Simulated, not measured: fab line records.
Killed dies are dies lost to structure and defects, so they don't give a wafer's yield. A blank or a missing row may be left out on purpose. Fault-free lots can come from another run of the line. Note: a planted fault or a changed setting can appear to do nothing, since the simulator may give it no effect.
fab line records	flow n5Finfet
record: lots: 7	wafers: 39
route steps=1938 shown FIN_SAQP@102 SD_EPI_N@288 HKMG_FIN@456 MOL_CONTACT_COAG@608 BEOL_M2@841 BEOL_M3@934 BEOL_M4@1100 BEOL_M9@1461 BEOL_M11@1536 BEOL_M14@1716 PASSIVATION@1916
startH: the number of hours between the record's first day and the start of the first shown wafer of the lot	waitH: time in hours since the lot's previous step	" as in the row above	L1.1+2: several wafers, shown together as one row	- no value present, or no start provided	* or withheld: withheld	< > ~ a bound
route shown NAME@n: names a module that has steps shown in the file, with the first one's number in the route	usual: mean and standard deviation over wafers with no fault	same: alike in all rows	chamber/n: place in a boat	sites: each site's reading	_std_site: how widely they spread, as a standard deviation	_edge_site: mean of outer sites minus mean of inner sites	radiusMm: how far each site lies from the wafer's centre	mask NAME#n: copy n	behind: the last tool/chamber to shape the wafer	hold: what put the lot on hold/how long, in hours/how the hold closed	device: transistor that didn't switch, given as n, p or np	end of line: tests run on the same wafers once the route is complete	where a step has no rows: the recipe by itself	killed: the dies lost at the first sort to structure and to defects; this is not the yield of the wafer	map: a wafer's dies, marking killed ones x, the rest . and places with no die _
set.NAME: setting as actually run; set.NAME@STEP: the setting as run at that earlier step	model.NAME: the simulator's own value behind a step, which no gauge read
lots whose settings were changed on purpose; a table a step, a row a wafer
== steps ==
step: N5_FIN_SAQP_HM_DEP_72
recipe: material: SiO2	targetThkA: 120	tempC: 400	precursor: SiH4/N2O	pressureTorr: 0.75	rfW: 275	timeS: 7.2
step: N5_SD_EPI_N_EPI_21
recipe: material: Si:P	dopant: P	tempC: 680	pressureTorr: 255	timeS: 690
step: N5_HKMG_FIN_ALD_21
recipe: material: TiN	targetThkA: 15	tempC: 400	aldPrecursorFamily: TiCl4	aldCoReactant: NH3	pulseTimeS: 1	purgeTimeS: 3	coReactantPurgeTimeS: 2	coReactantPulseTimeS: 2	aldCycles: 68	pressureTorr: 3
step: N5_MOL_CONTACT_COAG_ALD_133
recipe: material: SiO2	targetThkA: 50	tempC: 100	aldPrecursorFamily: BDEAS	aldCoReactant: O2-plasma	pulseTimeS: 1	coReactantPulseTimeS: 1	purgeTimeS: 2	coReactantPurgeTimeS: 2	aldCycles: 35	pressureTorr: 2
step: N5_BEOL_M2_ILD_DEP_00
recipe: material: SiOC	targetThkA: 790	tempC: 350	precursor: DEMS/O2	pressureTorr: 5	rfW: 500	timeS: 15.3
step: N5_BEOL_M3_HM_DEP_02
recipe: material: TiN	targetThkA: 200	tempC: 25	chamberPressurePa: 0.49996
step: N5_BEOL_M4_SPUTTER_96
recipe: material: Cu	targetThkA: 45	tempC: -20	chamberPressurePa: 0.07	powerW: withheld	timeS: 8.29
step: N5_BEOL_M9_SPUTTER_48
recipe: material: Cu	targetThkA: 120	tempC: -20	biasV: 60	powerW: 26000	chamberPressurePa: 0.13	timeS: 2
step: N5_BEOL_M11_ILD_DEP_00
recipe: material: SiCOH_lowk	targetThkA: 3085.1	tempC: 300	precursor: DEMS/porogen	pressureTorr: 5	rfW: 500	timeS: 58
step: N5_BEOL_M14_ILD_DEP_00
recipe: material: SiO2	targetThkA: 11193	tempC: 400	precursor: TEOS/O2	pressureTorr: 6.5	rfW: 900	teosFlowSccm: 161.4	gas: O2	flowSccm: 2650	timeS: 237.4
step: N5_PASSIVATION_PECVD_35
recipe: material: SiNx	targetThkA: 7000	tempC: 400	precursor: SiH4/NH3/N2	pressureTorr: 4.9	rfW: 1406	timeS: 151.3
step: N5_PASSIVATION_ETCH_54
recipe: chemistry: CHF3/O2	target: SiO2	targetDepthA: 8800	CHF3_flow_sccm: 50	O2_flow_sccm: 5	Ar_flow_sccm: 200	timeS: 440	maskMaterial: PR	pressureMtorr: 30	sourceW: 650	biasW: 170	ionEnergyEv: 200
step: N5_PASSIVATION_PROBE_49
usual: killedAtContacts: 11/6
lot.wafer	tool	chamber	startH	waitH	set.timeS@FIN_SAQP_HM_DEP_72	set.timeS@SD_EPI_N_EPI_21	set.aldCycles@HKMG_FIN_ALD_21	set.aldCycles@MOL_CONTACT_COAG_ALD_133	set.targetThkA@BEOL_M2_ILD_DEP_00	set.targetThkA@BEOL_M3_HM_DEP_02	set.timeS@BEOL_M4_SPUTTER_96	set.targetThkA@BEOL_M9_SPUTTER_48	set.timeS@BEOL_M11_ILD_DEP_00	set.targetThkA@BEOL_M14_ILD_DEP_00	set.timeS@PASSIVATION_PECVD_35	set.targetDepthA@PASSIVATION_ETCH_54	killedAtContacts
L081.1	prober-01	-	306.27	0.0	7.2	690	103	35	363.3	86.78	12.35	178.4	58	4961	182.4	4402	9
L081.2	prober-01	-	306.32	0.1	7.2	537.6	68	35	363.3	200	8.29	120	58	11193	151.3	4402	20
L081.3	prober-01	-	306.37	0.1	7.2	690	68	29	790	200	8.29	178.4	58	11193	151.3	8800	27
L081.4	prober-01	-	306.42	0.2	7.2	537.6	68	29	363.3	86.78	12.35	120	43.03	11193	182.4	8800	31
L081.5	prober-01	-	306.47	0.2	7.2	537.6	103	35	790	86.78	8.29	178.4	43.03	4961	182.4	8800	13
L081.6	prober-01	-	306.52	0.3	7.2	690	103	29	790	200	12.35	120	43.03	4961	151.3	4402	25
L077.1	prober-02	-	306.40	0.0	7.2	690	68	25	1032	200	8.29	58.24	43.03	11193	151.3	5882	371
L077.2	prober-02	-	306.45	0.1	7.2	690	45	35	790	200	8.29	120	58	11193	234.2	5882	20
L077.3	prober-02	-	306.50	0.1	10.23	830.8	68	25	790	268.2	10.11	120	58	11193	234.2	8800	328
L077.4	prober-02	-	306.55	0.2	10.23	830.8	45	35	1032	200	10.11	58.24	58	11193	151.3	8800	16
L077.5	prober-02	-	306.60	0.2	7.2	830.8	45	25	790	268.2	8.29	58.24	43.03	11193	234.2	8800	273
L077.6	prober-02	-	306.65	0.3	10.23	690	68	35	1032	268.2	10.11	120	43.03	11193	151.3	5882	28
L082.2	prober-01	-	323.77	0.1	7.2	690	68	35	790	200	8.29	120	58	11193	151.3	8800	7
L082.3	prober-01	-	323.82	0.1	7.2	690	68	35	790	200	8.29	120	58	11193	151.3	8800	4
L082.5	prober-01	-	323.92	0.2	7.2	690	68	35	790	200	8.29	120	58	11193	151.3	8800	5
L088.1	prober-02	-	359.21	0.5	8.847	463.4	103	35	614.3	116.1	8.29	99.22	58	15460	125.2	6445	26
L088.2	prober-02	-	359.26	0.5	7.2	690	68	35	790	116.1	12.01	120	58	15460	125.2	8800	10
L088.3	prober-02	-	359.31	0.6	8.847	463.4	68	35	790	200	8.29	120	58	11193	151.3	8800	6
L088.4	prober-02	-	359.36	0.6	7.2	463.4	103	35	790	116.1	12.01	99.22	58	11193	151.3	6445	11
L088.5	prober-02	-	359.41	0.7	8.847	690	68	35	614.3	200	8.29	120	58	11193	125.2	6445	8
L088.6	prober-02	-	359.46	0.7	7.2	690	103	35	614.3	200	12.01	99.22	58	15460	151.3	8800	12
L091.1	prober-01	-	363.57	0.0	10.9	939.4	43	35	518.1	200	10.51	120	58	12920	175.9	11770	13
L091.2	prober-01	-	363.62	0.1	10.9	690	43	35	518.1	249.6	8.29	120	58	11193	175.9	11770	7
L091.3	prober-01	-	363.67	0.1	10.9	690	68	25	518.1	200	10.51	120	58	12920	151.3	8800	672
L091.4	prober-01	-	363.72	0.2	7.2	939.4	68	35	790	249.6	8.29	120	58	12920	175.9	8800	7
L091.5	prober-01	-	363.77	0.2	7.2	939.4	43	25	790	249.6	10.51	120	58	11193	151.3	11770	622
L091.6	prober-01	-	363.82	0.3	7.2	690	68	25	790	200	8.29	120	58	11193	151.3	8800	623
L096.1	prober-02	-	400.07	0.0	7.2	690	68	27	790	200	8.29	120	71.84	11193	151.3	8800	200
L096.2	prober-02	-	400.12	0.1	7.2	690	95	35	790	200	10.44	120	58	11193	151.3	8800	24
L096.3	prober-02	-	400.17	0.1	7.2	690	95	35	1108	200	8.29	120	71.84	7355	79.49	8800	8
L096.4	prober-02	-	400.22	0.2	7.2	690	68	27	1108	200	10.44	120	71.84	7355	151.3	8800	198
L096.5	prober-02	-	400.27	0.2	7.2	690	95	27	790	200	10.44	120	58	7355	79.49	8800	202
L096.6	prober-02	-	400.32	0.3	7.2	690	68	35	1108	200	8.29	120	58	11193	79.49	8800	28
L097.1	prober-01	-	401.06	0.0	9.441	962.4	42	16	1241	200	6.942	120	58	11193	151.3	8800	1106
L097.2	prober-01	-	401.11	0.1	9.441	962.4	68	35	1241	82.67	8.29	170.4	58	11193	151.3	5217	5
L097.3	prober-01	-	401.16	0.1	9.441	690	68	16	1241	200	8.29	170.4	42.17	11193	151.3	8800	1045
L097.4	prober-01	-	401.21	0.2	7.2	690	42	16	790	82.67	8.29	120	42.17	11193	151.3	8800	1102
L097.5	prober-01	-	401.26	0.2	7.2	962.4	68	35	790	200	6.942	120	42.17	11193	151.3	5217	3
L097.6	prober-01	-	401.31	0.3	7.2	690	42	35	790	82.67	6.942	170.4	58	11193	151.3	5217	7
killed by level:class
L081.1 BEOL_M2:areaDep=1084 BEOL_M3:geometricParticle:open=9 STI_FIN_REVEAL:geometricParticle:open=7 MOL_CONTACT_COAG:geometricParticle:open=7 DUMMY_GATE:geometricParticle:open=6 BEOL_M0_SAQP:geometricParticle:short=5 ILD0:geometricParticle:open=4 BEOL_M0_SAQP:geometricParticle:open=4
L081.2 BEOL_M2:areaDep=1074 MOL_CONTACT_COAG:geometricParticle:open=18 BEOL_M1:geometricParticle:open=10 BEOL_M4:geometricParticle:open=10 BEOL_M2:geometricParticle:open=9 FIN_SAQP:geometricParticle:short=7 BEOL_M1:geometricParticle:short=6 STI_FIN_REVEAL:geometricParticle:open=5
L081.3 MOL_CONTACT_COAG:areaAld=22 BEOL_M4:geometricParticle:open=16 BEOL_M3:geometricParticle:open=12 BEOL_M1:geometricParticle:open=9 BEOL_M0_SAQP:geometricParticle:open=8 DUMMY_GATE:geometricParticle:open=6 BEOL_M5:geometricParticle:open=5 FIN_SAQP:geometricParticle:short=4
L077.1 PASSIVATION:areaEtch=465 MOL_CONTACT_COAG:areaAld=367 BEOL_M2:areaDep=145 BEOL_M9:interfaceVoidOpened=105 STI_FIN_REVEAL:geometricParticle:open=13 BEOL_M3:geometricParticle:open=11 FIN_SAQP:geometricParticle:short=6 BEOL_M0_SAQP:geometricParticle:open=6
L081.4 BEOL_M2:areaDep=1049 MOL_CONTACT_COAG:areaAld=23 BEOL_M3:geometricParticle:open=17 BEOL_M0_SAQP:geometricParticle:short=12 FIN_SAQP:geometricParticle:open=7 MOL_CONTACT_COAG:geometricParticle:open=7 BEOL_M0_SAQP:geometricParticle:open=7 STI_FIN_REVEAL:geometricParticle:open=5
L077.2 PASSIVATION:areaPecvd=1105 MOL_CONTACT_COAG:geometricParticle:open=15 FIN_SAQP:geometricParticle:short=6 DUMMY_GATE:geometricParticle:open=6 BEOL_M0_SAQP:geometricParticle:short=6 MOL_CONTACT_COAG:geometricParticle:short=5 BEOL_M3:geometricParticle:open=4 BEOL_M0_SAQP:geometricParticle:open=3
L081.5 BEOL_M14:areaDep=1099 MOL_CONTACT_COAG:geometricParticle:open=11 BEOL_M3:geometricParticle:open=6 DUMMY_GATE:geometricParticle:open=5 BEOL_M0_SAQP:geometricParticle:open=5 BEOL_M4:geometricParticle:open=5 STI_FIN_REVEAL:geometricParticle:open=4 GATE_CUT:geometricParticle:short=4
L077.3 PASSIVATION:areaPecvd=409 BEOL_M3:areaOpen=345 MOL_CONTACT_COAG:areaAld=316 MOL_CONTACT_COAG:geometricParticle:open=12 DUMMY_GATE:geometricParticle:open=11 STI_FIN_REVEAL:geometricParticle:open=8 BEOL_M0:geometricParticle:short=6 BEOL_M3:geometricParticle:open=6
L081.6 BEOL_M14:areaDep=1069 MOL_CONTACT_COAG:areaAld=16 BEOL_M4:geometricParticle:open=9 FIN_SAQP:geometricParticle:short=8 BEOL_M1:geometricParticle:open=8 BEOL_M0_SAQP:geometricParticle:short=6 GATE_CUT:geometricParticle:short=6 STI_FIN_REVEAL:geometricParticle:open=5
L077.4 BEOL_M2:areaDep=320 BEOL_M9:interfaceVoidOpened=116 MOL_CONTACT_COAG:geometricParticle:open=15 BEOL_M3:geometricParticle:open=13 BEOL_M1:geometricParticle:open=7 BEOL_M0_SAQP:geometricParticle:open=6 DUMMY_GATE:geometricParticle:open=5 DUMMY_GATE:geometricParticle:short=4
L077.5 BEOL_M3:areaOpen=428 PASSIVATION:areaPecvd=272 MOL_CONTACT_COAG:areaAld=256 BEOL_M9:interfaceVoidOpened=112 MOL_CONTACT_COAG:geometricParticle:open=14 STI_FIN_REVEAL:geometricParticle:open=9 GATE_CUT:geometricParticle:short=8 BEOL_M0_SAQP:geometricParticle:short=8
L077.6 PASSIVATION:areaEtch=831 BEOL_M2:areaDep=246 MOL_CONTACT_COAG:geometricParticle:open=24 STI_FIN_REVEAL:geometricParticle:open=9 BEOL_M3:geometricParticle:open=7 BEOL_M4:geometricParticle:open=6 DUMMY_GATE:geometricParticle:open=5 BEOL_M3:areaOpen=5
L082.2 FIN_SAQP:geometricParticle:open=18 FIN_SAQP:geometricParticle:short=13 BEOL_M0_SAQP:geometricParticle:short=10 BEOL_M3:geometricParticle:open=10 BEOL_M2:geometricParticle:open=8 BEOL_M0_SAQP:geometricParticle:open=7 BEOL_M1:geometricParticle:open=7 MOL_CONTACT_COAG:geometricParticle:open=6
L082.3 BEOL_M2:geometricParticle:open=15 FIN_SAQP:geometricParticle:open=13 BEOL_M3:geometricParticle:open=9 FIN_SAQP:geometricParticle:short=8 DUMMY_GATE:geometricParticle:open=8 GATE_CUT:geometricParticle:short=6 ILD0:geometricParticle:short=4 BEOL_M0_SAQP:geometricParticle:open=4
L082.5 BEOL_M2:geometricParticle:open=18 BEOL_M3:geometricParticle:open=14 FIN_SAQP:geometricParticle:short=10 DUMMY_GATE:geometricParticle:open=10 FIN_SAQP:geometricParticle:open=9 BEOL_M1:geometricParticle:open=7 STI_FIN_REVEAL:geometricParticle:open=5 MOL_CONTACT_COAG:geometricParticle:open=4
L088.1 PASSIVATION:areaEtch=1060 MOL_CONTACT_COAG:geometricParticle:open=24 BEOL_M2:geometricParticle:open=13 BEOL_M0_SAQP:geometricParticle:short=11 BEOL_M0_SAQP:geometricParticle:open=11 BEOL_M4:geometricParticle:open=10 BEOL_M5:geometricParticle:open=7 FIN_SAQP:geometricParticle:open=5
L088.2 BEOL_M0_SAQP:geometricParticle:open=9 BEOL_M2:geometricParticle:open=9 GATE_CUT:geometricParticle:short=8 BEOL_M0_SAQP:geometricParticle:short=7 MOL_CONTACT_COAG:geometricParticle:open=6 GATE_CUT:geometricParticle:open=5 FIN_SAQP:geometricParticle:short=4 MOL_CONTACT_COAG:geometricParticle:short=3
L088.3 BEOL_M4:geometricParticle:open=14 FIN_SAQP:geometricParticle:short=12 BEOL_M5:geometricParticle:open=8 STI_FIN_REVEAL:geometricParticle:open=7 BEOL_M0_SAQP:geometricParticle:short=7 GATE_CUT:geometricParticle:short=6 BEOL_M0_SAQP:geometricParticle:open=6 FIN_SAQP:geometricParticle:open=5
L088.4 PASSIVATION:areaEtch=1086 BEOL_M0_SAQP:geometricParticle:open=11 BEOL_M0_SAQP:geometricParticle:short=10 MOL_CONTACT_COAG:geometricParticle:open=9 BEOL_M2:geometricParticle:open=7 BEOL_M4:geometricParticle:open=7 FIN_SAQP:geometricParticle:short=4 DUMMY_GATE:geometricParticle:open=4
L088.5 PASSIVATION:areaEtch=1081 BEOL_M0_SAQP:geometricParticle:open=9 BEOL_M4:geometricParticle:open=9 FIN_SAQP:geometricParticle:open=7 MOL_CONTACT_COAG:geometricParticle:open=7 GATE_CUT:geometricParticle:short=6 FIN_SAQP:geometricParticle:short=5 BEOL_M3:geometricParticle:open=5
L088.6 BEOL_M0_SAQP:geometricParticle:open=13 FIN_SAQP:geometricParticle:short=11 BEOL_M3:geometricParticle:open=10 MOL_CONTACT_COAG:geometricParticle:open=8 BEOL_M0_SAQP:geometricParticle:short=8 BEOL_M2:geometricParticle:open=7 BEOL_M5:geometricParticle:open=7 BEOL_M4:geometricParticle:open=6
L091.1 BEOL_M2:areaDep=1081 MOL_CONTACT_COAG:geometricParticle:open=10 GATE_CUT:geometricParticle:open=9 STI_FIN_REVEAL:geometricParticle:open=7 BEOL_M0_SAQP:geometricParticle:open=6 BEOL_M4:geometricParticle:open=6 BEOL_M2:geometricParticle:open=5 STARTING-WAFER:geometricParticle:short=5
L091.2 BEOL_M2:areaDep=1075 BEOL_M1:geometricParticle:open=13 GATE_CUT:geometricParticle:short=8 BEOL_M4:geometricParticle:short=8 GATE_CUT:geometricParticle:open=7 BEOL_M0_SAQP:geometricParticle:short=7 BEOL_M0_SAQP:geometricParticle:open=6 MOL_CONTACT_COAG:geometricParticle:open=5
L091.3 MOL_CONTACT_COAG:areaAld=663 BEOL_M2:areaDep=415 BEOL_M2:geometricParticle:open=8 FIN_SAQP:geometricParticle:short=7 GATE_CUT:geometricParticle:short=7 GATE_CUT:geometricParticle:open=6 MOL_CONTACT_COAG:geometricParticle:open=5 BEOL_M1:geometricParticle:open=5
L091.4 PASSIVATION:areaPecvd=1099 BEOL_M3:geometricParticle:open=15 STI_FIN_REVEAL:geometricParticle:open=10 GATE_CUT:geometricParticle:open=6 GATE_CUT:geometricParticle:short=5 MOL_CONTACT_COAG:geometricParticle:open=5 FIN_SAQP:geometricParticle:open=4 DUMMY_GATE:geometricParticle:open=2
L091.5 MOL_CONTACT_COAG:areaAld=602 MOL_CONTACT_COAG:geometricParticle:open=16 GATE_CUT:geometricParticle:short=10 STI_FIN_REVEAL:geometricParticle:open=4 MOL_CONTACT_COAG:geometricParticle:short=4 BEOL_M0_SAQP:geometricParticle:short=4 BEOL_M0_SAQP:geometricParticle:open=4 BEOL_M1:geometricParticle:open=4
L091.6 MOL_CONTACT_COAG:areaAld=606 MOL_CONTACT_COAG:geometricParticle:open=11 GATE_CUT:geometricParticle:short=8 BEOL_M3:geometricParticle:open=8 STI_FIN_REVEAL:geometricParticle:open=7 BEOL_M0_SAQP:geometricParticle:open=6 MOL_CONTACT_COAG:geometricParticle:short=5 BEOL_M0_SAQP:geometricParticle:short=4
L096.1 MOL_CONTACT_COAG:areaAld=188 STI_FIN_REVEAL:geometricParticle:open=9 STARTING-WAFER:geometricParticle:short=9 MOL_CONTACT_COAG:geometricParticle:open=8 FIN_SAQP:geometricParticle:open=6 BEOL_M2:geometricParticle:open=5 FIN_SAQP:geometricParticle:short=5 BEOL_M1:geometricParticle:open=5
L096.2 MOL_CONTACT_COAG:geometricParticle:open=20 BEOL_M0_SAQP:geometricParticle:open=15 BEOL_M0_SAQP:geometricParticle:short=15 FIN_SAQP:geometricParticle:short=8 BEOL_M1:geometricParticle:open=8 FIN_SAQP:geometricParticle:open=5 GATE_CUT:geometricParticle:open=4 MOL_CONTACT_COAG:geometricParticle:short=4
L096.3 BEOL_M2:areaDep=1065 FIN_SAQP:geometricParticle:short=12 BEOL_M0_SAQP:geometricParticle:short=12 BEOL_M0_SAQP:geometricParticle:open=11 BEOL_M4:geometricParticle:open=8 FIN_SAQP:geometricParticle:open=7 MOL_CONTACT_COAG:geometricParticle:open=7 STARTING-WAFER:geometricParticle:open=6
L096.4 BEOL_M2:areaDep=917 MOL_CONTACT_COAG:areaAld=176 MOL_CONTACT_COAG:geometricParticle:open=18 FIN_SAQP:geometricParticle:open=8 BEOL_M4:geometricParticle:open=7 FIN_SAQP:geometricParticle:short=6 MOL_CONTACT_COAG:geometricParticle:short=4 BEOL_M0_SAQP:geometricParticle:open=4
L096.5 MOL_CONTACT_COAG:areaAld=172 MOL_CONTACT_COAG:geometricParticle:open=23 FIN_SAQP:geometricParticle:short=20 FIN_SAQP:geometricParticle:open=14 STI_FIN_REVEAL:geometricParticle:open=12 BEOL_M0_SAQP:geometricParticle:open=8 MOL_CONTACT_COAG:geometricParticle:short=7 BEOL_M0_SAQP:geometricParticle:short=7
L096.6 BEOL_M2:areaDep=1063 MOL_CONTACT_COAG:geometricParticle:open=24 FIN_SAQP:geometricParticle:short=14 BEOL_M0_SAQP:geometricParticle:open=11 BEOL_M0_SAQP:geometricParticle:short=10 BEOL_M3:geometricParticle:open=7 FIN_SAQP:geometricParticle:open=6 BEOL_M1:geometricParticle:open=5
L097.1 MOL_CONTACT_COAG:areaAld=1100 BEOL_M2:geometricParticle:open=13 FIN_SAQP:geometricParticle:short=12 FIN_SAQP:geometricParticle:open=6 BEOL_M0_SAQP:geometricParticle:short=6 BEOL_M0_SAQP:geometricParticle:open=6 BEOL_M3:geometricParticle:open=6 DUMMY_GATE:geometricParticle:open=3
L097.2 BEOL_M2:areaDep=1092 BEOL_M0_SAQP:geometricParticle:short=12 STI_FIN_REVEAL:geometricParticle:open=10 FIN_SAQP:geometricParticle:short=7 BEOL_M3:geometricParticle:open=6 BEOL_M0_SAQP:geometricParticle:open=6 FIN_SAQP:geometricParticle:open=5 GATE_CUT:geometricParticle:short=5
L097.3 MOL_CONTACT_COAG:areaAld=1040 BEOL_M0_SAQP:geometricParticle:short=20 BEOL_M0_SAQP:geometricParticle:open=14 STI_FIN_REVEAL:geometricParticle:open=12 DUMMY_GATE:geometricParticle:open=11 FIN_SAQP:geometricParticle:short=7 BEOL_M2:geometricParticle:open=6 HKMG_FIN:areaEtch=6
L097.4 MOL_CONTACT_COAG:areaAld=1098 STI_FIN_REVEAL:geometricParticle:open=10 BEOL_M0_SAQP:geometricParticle:open=10 BEOL_M0_SAQP:geometricParticle:short=9 FIN_SAQP:geometricParticle:short=5 FIN_SAQP:geometricParticle:open=4 ILD0:geometricParticle:short=4 BEOL_M2:geometricParticle:open=4
L097.5 PASSIVATION:areaEtch=1077 FIN_SAQP:geometricParticle:short=9 BEOL_M0_SAQP:geometricParticle:short=8 BEOL_M0_SAQP:geometricParticle:open=8 BEOL_M2:geometricParticle:open=8 ILD0:geometricParticle:short=6 STARTING-WAFER:geometricParticle:open=6 FIN_SAQP:geometricParticle:open=5
L097.6 PASSIVATION:areaEtch=1055 BEOL_M0_SAQP:geometricParticle:short=23 FIN_SAQP:geometricParticle:short=14 BEOL_M0_SAQP:geometricParticle:open=14 FIN_SAQP:geometricParticle:open=9 BEOL_M1:geometricParticle:open=9 DUMMY_GATE:geometricParticle:open=8 BEOL_M2:geometricParticle:open=7
== key ==
split: step: N5_FIN_SAQP_HM_DEP_72	setting: timeS	statedAs: 7.2
response none clear
split: step: N5_SD_EPI_N_EPI_21	setting: timeS	statedAs: 690
response none clear
split: step: N5_HKMG_FIN_ALD_21	setting: aldCycles	statedAs: 68
response none clear
split: step: N5_MOL_CONTACT_COAG_ALD_133	setting: aldCycles	statedAs: 35
response: step: N5_PASSIVATION_PROBE_49	reading: killedAtContacts	slope: -16.8	per: 1%	togetherWith: all	explained: 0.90
split: step: N5_BEOL_M2_ILD_DEP_00	setting: targetThkA	statedAs: 790
response none clear
split: step: N5_BEOL_M3_HM_DEP_02	setting: targetThkA	statedAs: 200
response none clear
split: step: N5_BEOL_M4_SPUTTER_96	setting: timeS	statedAs: 8.29
response none clear
split: step: N5_BEOL_M9_SPUTTER_48	setting: targetThkA	statedAs: 120
response none clear
split: step: N5_BEOL_M11_ILD_DEP_00	setting: timeS	statedAs: 58
response none clear
split: step: N5_BEOL_M14_ILD_DEP_00	setting: targetThkA	statedAs: 11193
response none clear
split: step: N5_PASSIVATION_PECVD_35	setting: timeS	statedAs: 151.3
response none clear
split: step: N5_PASSIVATION_ETCH_54	setting: targetDepthA	statedAs: 8800
response none clear
